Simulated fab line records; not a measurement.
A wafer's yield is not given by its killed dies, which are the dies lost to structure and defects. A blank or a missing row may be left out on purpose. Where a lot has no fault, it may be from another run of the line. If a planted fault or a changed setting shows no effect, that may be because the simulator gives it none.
fab line records ; flow n5-finfet
record lots=7; wafers=21
route steps=1938 shown ZERO_LAYER@4 WELL_APT@36 FIN_SAQP@130 FIN_CUT@157 SD_EPI_N@263
start-h: the number of hours between the record's first day and the start of the first shown wafer of the lot ; wait-h: time in hours since the lot's previous step ; " the same as in the row above ; L1.1+2: a single row standing in for several wafers ; - either no value or no given start ; * or withheld: withheld ; < > ~ a bound
route shown NAME@n: names a module that has steps shown in the file, with the first one's number in the route ; usual: the fault-free wafers' mean and standard deviation ; same: alike in all rows ; chamber/n: place in a boat ; sites: each site's reading ; _std_site: how widely they spread, as a standard deviation ; _edge_site: inner sites' mean taken away from outer sites' mean ; radius-mm: for every site, how far away it sits from the centre of the wafer ; mask NAME#n: copy n ; behind: the most recent tool/chamber to have shaped the wafer ; hold: why the lot was held/for how many hours/how that ended ; device: transistor that didn't switch, given as n, p or np ; end of line: the tests these same wafers got at the end of their route ; a step with no rows: only its recipe ; killed: not the wafer's yield, but the dies lost to structure and defects at the first sort ; map: the dies of a wafer, with x for killed, . for not killed, _ for no die there
set.NAME: the setting as run; set.NAME@STEP: as run at that earlier step ; model.NAME: the simulator's own value behind a step, which no gauge read
one table per step and one row per wafer, for lots whose settings were changed on purpose
## steps
# step N5_ZERO_LAYER_PECVD_02
# recipe material=SiO2; target-thk-a=100; temp-c=400; precursor=SiH4/N2O; pressure-torr=0.75; rf-w=275; time-s=6
lot.wafer;tool;chamber;start-h;wait-h;set.time-s;model.SiO2_of_ZERO_LAYER_PECVD_02.thk-nm
L081.2;pecvd-03;2;54.28;0.0;6;9.892
L081.3;pecvd-03;0;54.28;0.0;6.817;11.3
L081.6;pecvd-03;1;54.28;0.0;6.817;11.53
L082.2;pecvd-01;2;60.28;0.0;6;9.624
L082.3;pecvd-01;1;60.28;0.0;6;9.972
L082.5;pecvd-01;0;60.28;0.0;6;9.904
L087.1;pecvd-01;2;90.45;0.0;6;9.675
L087.3;pecvd-01;1;90.45;0.0;5.226;8.435
L087.5;pecvd-01;2;90.45;0.0;5.226;8.609
L088.1;pecvd-04;2;96.28;0.0;6.4;10.81
L088.4;pecvd-04;0;96.28;0.0;6;10.25
L088.5;pecvd-04;2;96.28;0.0;6.4;10.98
L089.3;pecvd-03;0;102.28;0.0;6;10.12
L089.4;pecvd-03;1;102.28;0.0;6;10.32
L089.5;pecvd-03;0;102.28;0.0;6.698;11.48
L092.2;pecvd-03;0;120.28;0.0;6;9.979
L092.5;pecvd-03;1;120.28;0.0;6;10.05
L092.6;pecvd-03;0;120.28;0.0;6;10.33
L096.3;pecvd-01;0;144.29;0.0;6;9.959
L096.4;pecvd-01;2;144.29;0.0;6;10.04
L096.5;pecvd-01;1;144.29;0.0;6;10.18
# step N5_ZERO_LAYER_EXPOSE_08
# recipe mask-id=ZERO; na=0.55; source-shape=conventional; sigma-outer=0.8; polarization=unpolarized; defocus-nm=0; target-cd-nm=2000; dose-mj=16.2
lot.wafer;tool;chamber;start-h;wait-h;mask;set.dose-mj
L081.2+6;krf-scanner-01;0;54.60;-;ZERO#0;16.2
L081.3;krf-scanner-01;0;54.60;-;ZERO#0;15.31
L082.2+3+5;krf-scanner-01;0;60.47;-;ZERO#0;16.2
L087.1;krf-scanner-02;0;90.63;-;ZERO#0;15.66
L087.3+5;krf-scanner-02;0;90.63;-;ZERO#0;16.2
L088.1+5;krf-scanner-02;0;96.46;-;ZERO#0;16.69
L088.4;krf-scanner-02;0;96.46;-;ZERO#0;16.2
L089.3;krf-scanner-01;0;102.60;-;ZERO#0;17.27
L089.4+5;krf-scanner-01;0;102.60;-;ZERO#0;16.2
L092.2;krf-scanner-02;0;120.62;-;ZERO#0;15.18
L092.5+6;krf-scanner-02;0;120.62;-;ZERO#0;16.2
L096.3+4+5;krf-scanner-02;0;144.48;-;ZERO#0;16.2
# step N5_ZERO_LAYER_PEB_09
# recipe peb-temp-c=withheld; peb-time-s=*
# step N5_ZERO_LAYER_DEVELOP_10
# recipe develop-time-s=60; rinse-liquid=diw; dry=air-spin; dev-temp-c=21
# step N5_ZERO_LAYER_HARDBAKE_23
# recipe temp-c=130; time-s=120
# step N5_ZERO_LAYER_CD_MEAS_11
# recipe target-cd-nm=2000; landing-energy-ev=500; detector=se-inlens
# usual cd-nm=2001.1/2.7
lot.wafer;tool;chamber;start-h;wait-h;set.dose-mj@ZERO_LAYER_EXPOSE_08;cd-nm
L081.2;cd-sem-03;0;54.77;-;16.2;2002.9
L081.3;cd-sem-03;0;54.77;-;15.31;1990.1
L081.6;cd-sem-03;0;54.77;-;16.2;2001.0
L082.2;cd-sem-03;0;60.64;-;16.2;2002.6
L082.3;cd-sem-03;0;60.64;-;16.2;1997.0
L082.5;cd-sem-03;0;60.64;-;16.2;2000.5
L087.1;cd-sem-03;0;90.81;-;15.66;1992.3
L087.3;cd-sem-03;0;90.81;-;16.2;2000.9
L087.5;cd-sem-03;0;90.81;-;16.2;2000.5
L088.1;cd-sem-03;0;96.64;-;16.69;2010.0
L088.4;cd-sem-03;0;96.64;-;16.2;2001.4
L088.5;cd-sem-03;0;96.64;-;16.69;2007.1
L089.3;cd-sem-02;0;102.77;-;17.27;2012.9
L089.4;cd-sem-02;0;102.77;-;16.2;2001.3
L089.5;cd-sem-02;0;102.77;-;16.2;1996.9
L092.2;cd-sem-02;0;120.80;-;15.18;1992.2
L092.5;cd-sem-02;0;120.80;-;16.2;2002.4
L092.6;cd-sem-02;0;120.80;-;16.2;1998.3
L096.3;cd-sem-01;0;144.65;-;16.2;2005.1
L096.4;cd-sem-01;0;144.65;-;16.2;2001.9
L096.5;cd-sem-01;0;144.65;-;16.2;2001.5
# step N5_ZERO_LAYER_DESCUM_16
# recipe chemistry=O2; time-s=7.9; source-power-w=50; bias-power-w=20; pressure-mtorr=20; rf-frequency-hz=2.712e+07; temp-c=40; o2-flow-sccm=225
lot.wafer;tool;chamber;start-h;wait-h;set.dose-mj@ZERO_LAYER_EXPOSE_08;model.ZERO_LAYER.cd-nm
L081.2;rie-diel-01;0;54.80;0.0;16.2;2003
L081.3;rie-diel-01;1;54.80;0.0;15.31;1990
L081.6;rie-diel-01;3;54.80;0.0;16.2;2001
L082.2;rie-diel-05;3;60.68;0.0;16.2;2002
L082.3;rie-diel-05;2;60.68;0.0;16.2;1997
L082.5;rie-diel-05;3;60.68;0.0;16.2;2000
L087.1;rie-diel-05;0;90.85;0.0;15.66;1993
L087.3+5;rie-diel-05;2;90.85;0.0;16.2;2001
L088.1;rie-diel-05;3;96.80;0.2;16.69;2010
L088.4;rie-diel-05;2;96.80;0.2;16.2;2002
L088.5;rie-diel-05;1;96.80;0.2;16.69;2007
L089.3;rie-diel-05;2;102.80;0.0;17.27;2013
L089.4;rie-diel-05;0;102.80;0.0;16.2;2001
L089.5;rie-diel-05;1;102.80;0.0;16.2;1997
L092.2;rie-diel-05;1;121.21;0.4;15.18;1992
L092.5;rie-diel-05;3;121.21;0.4;16.2;2002
L092.6;rie-diel-05;0;121.21;0.4;16.2;1998
L096.3;rie-diel-03;2;144.68;0.0;16.2;2005
L096.4;rie-diel-03;0;144.68;0.0;16.2;2002
L096.5;rie-diel-03;0;144.68;0.0;16.2;2001
# step N5_WELL_APT_COAT_19
# recipe spin-rpm=1357; resist-thk-nm=950
lot.wafer;tool;chamber;start-h;wait-h;set.spin-rpm;model.coat_of_WELL_APT_COAT_19.thk-nm
L081.2;litho-track-01;0;-;-;1357;946.8
L081.3;litho-track-01;0;-;-;1357;952.3
L081.6;litho-track-01;0;-;-;1357;953.8
L082.2;litho-track-04;0;-;-;1233;1003
L082.3;litho-track-04;0;-;-;1357;953.5
L082.5;litho-track-04;0;-;-;1357;951.6
L087.1;litho-track-02;0;-;-;1244;995.4
L087.3;litho-track-02;0;-;-;1357;952.1
L087.5;litho-track-02;0;-;-;1244;995.2
L088.1;litho-track-02;0;-;-;1211;1004
L088.4;litho-track-02;0;-;-;1357;949.9
L088.5;litho-track-02;0;-;-;1357;948.8
L089.3;litho-track-04;0;-;-;1357;958.8
L089.4;litho-track-04;0;-;-;1245;1000
L089.5;litho-track-04;0;-;-;1357;958.7
L092.2;litho-track-02;0;-;-;1357;949.2
L092.5;litho-track-02;0;-;-;1257;988.7
L092.6;litho-track-02;0;-;-;1357;950.9
L096.3;litho-track-01;0;-;-;1357;947
L096.4;litho-track-01;0;-;-;1357;951
L096.5;litho-track-01;0;-;-;1357;951.3
# step N5_FIN_SAQP_ETCH_65
# recipe chemistry=CF4; target=SiO2; target-depth-a=40; ion-energy-ev=350; time-s=4.4; pressure-mtorr=10; icp-w=800; bias-w=400; cf4-flow-sccm=80
lot.wafer;tool;chamber;start-h;wait-h;set.time-s;model.etch.depth-nm
L081.2;rie-si-03;0;68.24;0.1;4.4;3.909
L081.3;rie-si-03;1;68.24;0.1;4.4;3.837
L081.6;rie-si-03;1;68.24;0.1;4.11;3.606
L082.2;rie-si-05;3;72.19;0.1;4.869;4.448
L082.3;rie-si-05;0;72.19;0.1;4.4;3.723
L082.5;rie-si-05;1;72.19;0.1;4.869;4.276
L087.1;rie-si-02;2;103.72;0.1;4.4;4.016
L087.3;rie-si-02;0;103.72;0.1;4.4;4.045
L087.5;rie-si-02;1;103.72;0.1;5.386;4.818
L088.1;rie-si-03;0;107.88;0.1;4.4;3.945
L088.4;rie-si-03;1;107.88;0.1;3.512;3.026
L088.5;rie-si-03;1;107.88;0.1;4.4;3.806
L089.3;rie-si-05;0;115.07;0.1;4.4;3.682
L089.4;rie-si-05;3;115.07;0.1;5.262;4.689
L089.5;rie-si-05;0;115.07;0.1;5.262;4.444
L092.2;rie-si-03;1;133.83;0.1;4.984;4.298
L092.5;rie-si-03;1;133.83;0.1;4.984;4.253
L092.6;rie-si-03;0;133.83;0.1;4.4;3.944
L096.3;rie-si-02;1;156.14;0.1;4.4;3.924
L096.4;rie-si-02;0;156.14;0.1;4.4;4.032
L096.5;rie-si-02;3;156.14;0.1;4.4;3.961
# step N5_FIN_SAQP_COAT_68
# recipe resist=SOC; temp-c=250; time-s=60; spin-rpm=1500; resist-thk-nm=100
lot.wafer;tool;chamber;start-h;wait-h;set.spin-rpm;model.SOC_of_FIN_SAQP_COAT_68.thk-nm
L081.2+3;litho-track-01;0;68.74;0.3;1587;97.2
L081.6;litho-track-01;0;68.74;0.3;1587;97.4
L082.2;litho-track-03;0;72.69;0.3;1580;97.4
L082.3;litho-track-03;0;72.69;0.3;1580;97.6
L082.5;litho-track-03;0;72.69;0.3;1580;97.8
L087.1;litho-track-03;0;104.22;0.3;1500;100.2
L087.3;litho-track-03;0;104.22;0.3;1500;100
L087.5;litho-track-03;0;104.22;0.3;1500;99.8
L088.1;litho-track-03;0;108.38;0.3;1648;95.4
L088.4;litho-track-03;0;108.38;0.3;1500;99.8
L088.5;litho-track-03;0;108.38;0.3;1500;100
L089.3;litho-track-03;0;115.57;0.2;1405;103.4
L089.4;litho-track-03;0;115.57;0.2;1405;103.6
L089.5;litho-track-03;0;115.57;0.2;1500;100
L092.2+5;litho-track-04;0;134.34;0.3;1500;99.8
L092.6;litho-track-04;0;134.34;0.3;1500;100
L096.3;litho-track-01;0;156.64;0.2;1500;100
L096.4+5;litho-track-01;0;156.64;0.2;1500;99.8
# step N5_FIN_CUT_COAT_02
# recipe resist=CAR-EUV; spin-rpm=1500; resist-thk-nm=30
lot.wafer;tool;chamber;start-h;wait-h;set.spin-rpm;model.CAR-EUV_of_FIN_CUT_COAT_02.thk-nm
L081.2;litho-track-04;0;-;-;1616;29
L081.3;litho-track-04;0;-;-;1500;30
L081.6;litho-track-04;0;-;-;1616;28.8
L082.2;litho-track-02;0;-;-;1451;30.6
L082.3;litho-track-02;0;-;-;1500;30
L082.5;litho-track-02;0;-;-;1500;30.2
L087.1+3+5;litho-track-05;0;-;-;1500;30
L088.1;litho-track-04;0;-;-;1500;30
L088.4+5;litho-track-04;0;-;-;1404;31
L089.3;litho-track-02;0;-;-;1500;30
L089.4;litho-track-02;0;-;-;1555;29.4
L089.5;litho-track-02;0;-;-;1555;29.6
L092.2+6;litho-track-05;0;-;-;1500;30
L092.5;litho-track-05;0;-;-;1656;28.6
L096.3+4+5;litho-track-05;0;-;-;1500;30
# step N5_FIN_CUT_EBR_04
# recipe solvent=PGMEA; ebr-width-mm=1.5
# step N5_FIN_CUT_SOFTBAKE_03
# recipe temp-c=110; time-s=60; resist=CAR-EUV
# step N5_FIN_CUT_EXPOSE_05
# recipe mask-id=FIN_CUT; na=0.33; source-shape=annular; sigma-inner=0.35; sigma-outer=0.8; polarization=unpolarized; dose-mj=45.75
# step N5_FIN_CUT_PEB_06
# recipe peb-temp-c=100; peb-time-s=60; resist=CAR-EUV
# step N5_FIN_CUT_DEVELOP_07
# recipe develop-time-s=30; developer=TMAH; resist=CAR-EUV; rinse-liquid=surfactant-rinse; dry=air-spin; dev-temp-c=23
lot.wafer;tool;chamber;start-h;wait-h;set.spin-rpm@FIN_CUT_COAT_02;model.CAR-EUV_of_FIN_CUT_COAT_02.thk-nm
L081.2+6;litho-track-04;0;-;-;1616;28.4
L081.3;litho-track-04;0;-;-;1500;29.4
L082.2;litho-track-04;0;-;-;1451;30
L082.3+5;litho-track-04;0;-;-;1500;29.6
L087.1+3+5;litho-track-05;0;-;-;1500;29.6
L088.1;litho-track-04;0;-;-;1500;29.4
L088.4+5;litho-track-04;0;-;-;1404;30.6
L089.3;litho-track-02;0;-;-;1500;29.6
L089.4+5;litho-track-02;0;-;-;1555;29
L092.2+6;litho-track-05;0;-;-;1500;29.6
L092.5;litho-track-05;0;-;-;1656;28
L096.3+4;litho-track-05;0;-;-;1500;29.6
L096.5;litho-track-05;0;-;-;1500;29.4
# step N5_FIN_CUT_DESCUM_13
# recipe chemistry=O2; time-s=7; source-power-w=50; bias-power-w=20; pressure-mtorr=20; rf-frequency-hz=2.712e+07; temp-c=40; resist=CAR-EUV; o2-flow-sccm=225
# step N5_FIN_CUT_ETCH_30
# recipe chemistry=N2/H2; target=underlayer; target-depth-a=130; mask-material=CAR-EUV; time-s=10.4; ion-energy-ev=200; pressure-mtorr=30; source-w=840; bias-w=150; n2-flow-sccm=200; h2-flow-sccm=200; ends=cleared
lot.wafer;tool;chamber;start-h;wait-h;set.spin-rpm@FIN_CUT_COAT_02;model.CAR-EUV_of_FIN_CUT_COAT_02.thk-nm
L081.2;rie-diel-05;0;70.87;0.0;1616;13.4
L081.3;rie-diel-05;1;70.87;0.0;1500;14.6
L081.6;rie-diel-05;1;70.87;0.0;1616;13.6
L082.2;rie-diel-01;2;74.76;0.0;1451;15.2
L082.3;rie-diel-01;0;74.76;0.0;1500;14.8
L082.5;rie-diel-01;3;74.76;0.0;1500;14.6
L087.1;rie-diel-01;2;106.16;0.0;1500;14.6
L087.3+5;rie-diel-01;3;106.16;0.0;1500;14.4
L088.1;rie-diel-01;1;110.57;0.0;1500;14.4
L088.4;rie-diel-01;0;110.57;0.0;1404;15.8
L088.5;rie-diel-01;2;110.57;0.0;1404;15.6
L089.3;rie-diel-03;0;117.87;0.0;1500;14.6
L089.4;rie-diel-03;2;117.87;0.0;1555;14.2
L089.5;rie-diel-03;3;117.87;0.0;1555;14
L092.2;rie-diel-01;0;136.85;0.0;1500;14.8
L092.5;rie-diel-01;3;136.85;0.0;1656;13
L092.6;rie-diel-01;2;136.85;0.0;1500;14.6
L096.3+5;rie-diel-01;0;158.85;0.0;1500;14.8
L096.4;rie-diel-01;3;158.85;0.0;1500;14.4
# step N5_SD_EPI_N_COAT_33
# recipe resist=SiARC; temp-c=220; time-s=60; spin-rpm=1500; resist-thk-nm=35
lot.wafer;tool;chamber;start-h;wait-h;set.spin-rpm;model.SiARC_of_SD_EPI_N_COAT_33.thk-nm
L081.2+3;litho-track-02;0;-;-;1391;36.4
L081.6;litho-track-02;0;-;-;1500;35
L082.2;litho-track-01;0;-;-;1439;35.8
L082.3;litho-track-01;0;-;-;1500;34.8
L082.5;litho-track-01;0;-;-;1500;35
L087.1+3+5;litho-track-01;0;-;-;1500;35
L088.1+5;litho-track-01;0;-;-;1500;35
L088.4;litho-track-01;0;-;-;1435;35.6
L089.3+5;litho-track-01;0;-;-;1500;35
L089.4;litho-track-01;0;-;-;1598;34
L092.2+5+6;litho-track-01;0;-;-;1500;35.2
L096.3+4+5;litho-track-01;0;-;-;1500;35
# step N5_SD_EPI_N_COAT_03
# recipe resist=CAR-ArF-block; spin-rpm=1500; resist-thk-nm=150
lot.wafer;tool;chamber;start-h;wait-h;set.spin-rpm;model.CAR-ArF-block_of_SD_EPI_N_COAT_03.thk-nm
L081.2;litho-track-02;0;-;-;1500;149.4
L081.3;litho-track-02;0;-;-;1500;149.8
L081.6;litho-track-02;0;-;-;1545;147.2
L082.2;litho-track-01;0;-;-;1500;150.4
L082.3;litho-track-01;0;-;-;1500;150.6
L082.5;litho-track-01;0;-;-;1435;153.2
L087.1;litho-track-01;0;-;-;1500;150
L087.3+5;litho-track-01;0;-;-;1500;149.8
L088.1;litho-track-01;0;-;-;1500;149.4
L088.4;litho-track-01;0;-;-;1456;151.6
L088.5;litho-track-01;0;-;-;1456;151.8
L089.3;litho-track-01;0;-;-;1500;149.4
L089.4+5;litho-track-01;0;-;-;1500;149.6
L092.2;litho-track-01;0;-;-;1500;149.6
L092.5;litho-track-01;0;-;-;1500;150
L092.6;litho-track-01;0;-;-;1500;149.8
L096.3;litho-track-01;0;-;-;1500;149.4
L096.4;litho-track-01;0;-;-;1500;150
L096.5;litho-track-01;0;-;-;1500;149.6
# step N5_SD_EPI_N_EBR_05
# recipe solvent=PGMEA; ebr-width-mm=1.5
# step N5_SD_EPI_N_SOFTBAKE_04
# recipe temp-c=110; time-s=60; resist=CAR-ArF-block
# step N5_SD_EPI_N_EXPOSE_06
# recipe mask-id=SD_N_BLK; na=1.35; source-shape=conventional; sigma-outer=0.8; polarization=unpolarized; target-cd-nm=120; dose-mj=39.75
# step N5_SD_EPI_N_PEB_07
# recipe peb-temp-c=110; peb-time-s=60; resist=CAR-ArF-block
# step N5_SD_EPI_N_DEVELOP_08
# recipe develop-time-s=30; developer=TMAH; resist=CAR-ArF-block; dev-temp-c=23; rinse-liquid=diw; dry=air-spin
lot.wafer;tool;chamber;start-h;wait-h;set.spin-rpm@SD_EPI_N_COAT_03;model.CAR-ArF-block_of_SD_EPI_N_COAT_03.thk-nm
L081.2;litho-track-04;0;-;-;1500;147.8
L081.3;litho-track-04;0;-;-;1500;148
L081.6;litho-track-04;0;-;-;1545;145.6
L082.2+3;litho-track-04;0;-;-;1500;148.8
L082.5;litho-track-04;0;-;-;1435;151.6
L087.1+3+5;litho-track-01;0;-;-;1500;148.2
L088.1;litho-track-01;0;-;-;1500;147.6
L088.4;litho-track-01;0;-;-;1456;149.8
L088.5;litho-track-01;0;-;-;1456;150
L089.3;litho-track-01;0;-;-;1500;147.6
L089.4+5;litho-track-01;0;-;-;1500;148
L092.2;litho-track-02;0;-;-;1500;147.8
L092.5+6;litho-track-02;0;-;-;1500;148.2
L096.3+5;litho-track-02;0;-;-;1500;147.8
L096.4;litho-track-02;0;-;-;1500;148.2
# step N5_SD_EPI_N_DESCUM_14
# recipe chemistry=O2; time-s=7.9; source-power-w=50; bias-power-w=20; pressure-mtorr=20; rf-frequency-hz=2.712e+07; temp-c=40; resist=CAR-ArF-block; o2-flow-sccm=225
lot.wafer;tool;chamber;start-h;wait-h;set.spin-rpm@SD_EPI_N_COAT_03;model.CAR-ArF-block_of_SD_EPI_N_COAT_03.thk-nm
L081.2;rie-diel-02;2;92.01;0.0;1500;143
L081.3;rie-diel-02;3;92.01;0.0;1500;143.2
L081.6;rie-diel-02;2;92.01;0.0;1545;140.6
L082.2;rie-diel-06;0;98.87;0.1;1500;143.8
L082.3;rie-diel-06;3;98.87;0.1;1500;144
L082.5;rie-diel-06;3;98.87;0.1;1435;146.8
L087.1;rie-diel-06;0;127.59;0.1;1500;143.2
L087.3+5;rie-diel-06;1,3;127.59;0.1;1500;143.4
L088.1;rie-diel-02;1;132.64;0.1;1500;142.8
L088.4;rie-diel-02;3;132.64;0.1;1456;145
L088.5;rie-diel-02;2;132.64;0.1;1456;145.2
L089.3;rie-diel-04;2;139.27;0.1;1500;142.8
L089.4+5;rie-diel-04;1,2;139.27;0.1;1500;143.2
L092.2;rie-diel-02;0;160.09;0.1;1500;143
L092.5;rie-diel-02;3;160.09;0.1;1500;143.2
L092.6;rie-diel-02;0;160.09;0.1;1500;143.4
L096.3;rie-diel-06;3;183.03;0.2;1500;143
L096.4;rie-diel-06;2;183.03;0.2;1500;143.4
L096.5;rie-diel-06;1;183.03;0.2;1500;143.2
# step N5_SD_EPI_N_ETCH_34
# recipe chemistry=CF4; target=SiARC; target-depth-a=455; mask-material=CAR-ArF-block; time-s=75.8; ion-energy-ev=80; pressure-mtorr=40; source-w=545; bias-w=36; Ar_flow_sccm=100; cf4-flow-sccm=100; ends=cleared
lot.wafer;tool;chamber;start-h;wait-h;set.spin-rpm@SD_EPI_N_COAT_33;set.spin-rpm@SD_EPI_N_COAT_03;model.etch.depth-nm;model.CAR-ArF-block_of_SD_EPI_N_COAT_03.thk-nm
L081.2;rie-diel-02;2;92.04;0.0;1391;1500;36.35;109.2
L081.3;rie-diel-02;3;92.04;0.0;1391;1500;36.36;109.4
L081.6;rie-diel-02;2;92.04;0.0;1500;1545;35.04;108.2
L082.2;rie-diel-06;0;98.91;0.0;1439;1500;35.72;110.6
L082.3;rie-diel-06;3;98.91;0.0;1500;1500;34.89;111.6
L082.5;rie-diel-06;3;98.91;0.0;1500;1435;34.96;114.4
L087.1;rie-diel-06;0;127.63;0.0;1500;1500;35.01;110.8
L087.3;rie-diel-06;1;127.63;0.0;1500;1500;35.08;110.8
L087.5;rie-diel-06;3;127.63;0.0;1500;1500;35.05;110.8
L088.1;rie-diel-02;1;132.68;0.0;1500;1500;34.9;110.4
L088.4;rie-diel-02;3;132.68;0.0;1435;1456;35.66;111.8
L088.5;rie-diel-02;2;132.68;0.0;1500;1456;34.91;112.8
L089.3;rie-diel-04;2;139.30;0.0;1500;1500;35.01;110.2
L089.4;rie-diel-04;1;139.30;0.0;1598;1500;33.97;111.6
L089.5;rie-diel-04;2;139.30;0.0;1500;1500;35.08;110.6
L092.2;rie-diel-02;0;160.12;0.0;1500;1500;35.25;110.4
L092.5;rie-diel-02;3;160.12;0.0;1500;1500;35.14;110.6
L092.6;rie-diel-02;0;160.12;0.0;1500;1500;35.15;110.8
L096.3;rie-diel-06;3;183.06;0.0;1500;1500;35.07;110.4
L096.4;rie-diel-06;2;183.06;0.0;1500;1500;35.07;111
L096.5;rie-diel-06;1;183.06;0.0;1500;1500;35.02;110.6
## key
split step=N5_ZERO_LAYER_PECVD_02; setting=time-s; stated=6; by=wafer
response step=N5_ZERO_LAYER_PECVD_02; reading=model.SiO2_of_ZERO_LAYER_PECVD_02.thk-nm; change=+0.103; per=1%; r=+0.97
split step=N5_ZERO_LAYER_EXPOSE_08; setting=dose-mj; stated=16.2; by=wafer
response step=N5_ZERO_LAYER_CD_MEAS_11; reading=cd-nm; change=+1.92; per=1%; r=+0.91
response step=N5_ZERO_LAYER_DESCUM_16; reading=model.ZERO_LAYER.cd-nm; change=+1.89; per=1%; r=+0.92
split step=N5_WELL_APT_COAT_19; setting=spin-rpm; stated=1357; by=wafer
response step=N5_WELL_APT_COAT_19; reading=model.coat_of_WELL_APT_COAT_19.thk-nm; change=-5.2; per=1%; r=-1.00
split step=N5_FIN_SAQP_ETCH_65; setting=time-s; stated=4.4; by=wafer
response step=N5_FIN_SAQP_ETCH_65; reading=model.etch.depth-nm; change=+0.04; per=1%; r=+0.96
split step=N5_FIN_SAQP_COAT_68; setting=spin-rpm; stated=1500; by=wafer
response step=N5_FIN_SAQP_COAT_68; reading=model.SOC_of_FIN_SAQP_COAT_68.thk-nm; change=-0.484; per=1%; r=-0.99
split step=N5_FIN_CUT_COAT_02; setting=spin-rpm; stated=1500; by=wafer
response step=N5_FIN_CUT_COAT_02; reading=model.CAR-EUV_of_FIN_CUT_COAT_02.thk-nm; change=-0.141; per=1%; r=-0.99
response step=N5_FIN_CUT_DEVELOP_07; reading=model.CAR-EUV_of_FIN_CUT_COAT_02.thk-nm; change=-0.153; per=1%; r=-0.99
response step=N5_FIN_CUT_ETCH_30; reading=model.CAR-EUV_of_FIN_CUT_COAT_02.thk-nm; change=-0.163; per=1%; r=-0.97
split step=N5_SD_EPI_N_COAT_33; setting=spin-rpm; stated=1500; by=wafer
response step=N5_SD_EPI_N_COAT_33; reading=model.SiARC_of_SD_EPI_N_COAT_33.thk-nm; change=-0.176; per=1%; r=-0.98
response step=N5_SD_EPI_N_ETCH_34; reading=model.etch.depth-nm; change=-0.177; per=1%; r=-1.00
response step=N5_SD_EPI_N_ETCH_34; reading=model.CAR-ArF-block_of_SD_EPI_N_COAT_03.thk-nm; slope=+0.175; per=1%; together-with=spin-rpm@SD_EPI_N_COAT_03; explained=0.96
split step=N5_SD_EPI_N_COAT_03; setting=spin-rpm; stated=1500; by=wafer
response step=N5_SD_EPI_N_COAT_03; reading=model.CAR-ArF-block_of_SD_EPI_N_COAT_03.thk-nm; change=-0.705; per=1%; r=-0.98
response step=N5_SD_EPI_N_DEVELOP_08; reading=model.CAR-ArF-block_of_SD_EPI_N_COAT_03.thk-nm; change=-0.709; per=1%; r=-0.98
response step=N5_SD_EPI_N_DESCUM_14; reading=model.CAR-ArF-block_of_SD_EPI_N_COAT_03.thk-nm; change=-0.737; per=1%; r=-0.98
response step=N5_SD_EPI_N_ETCH_34; reading=model.CAR-ArF-block_of_SD_EPI_N_COAT_03.thk-nm; change=-0.637; per=1%; r=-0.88
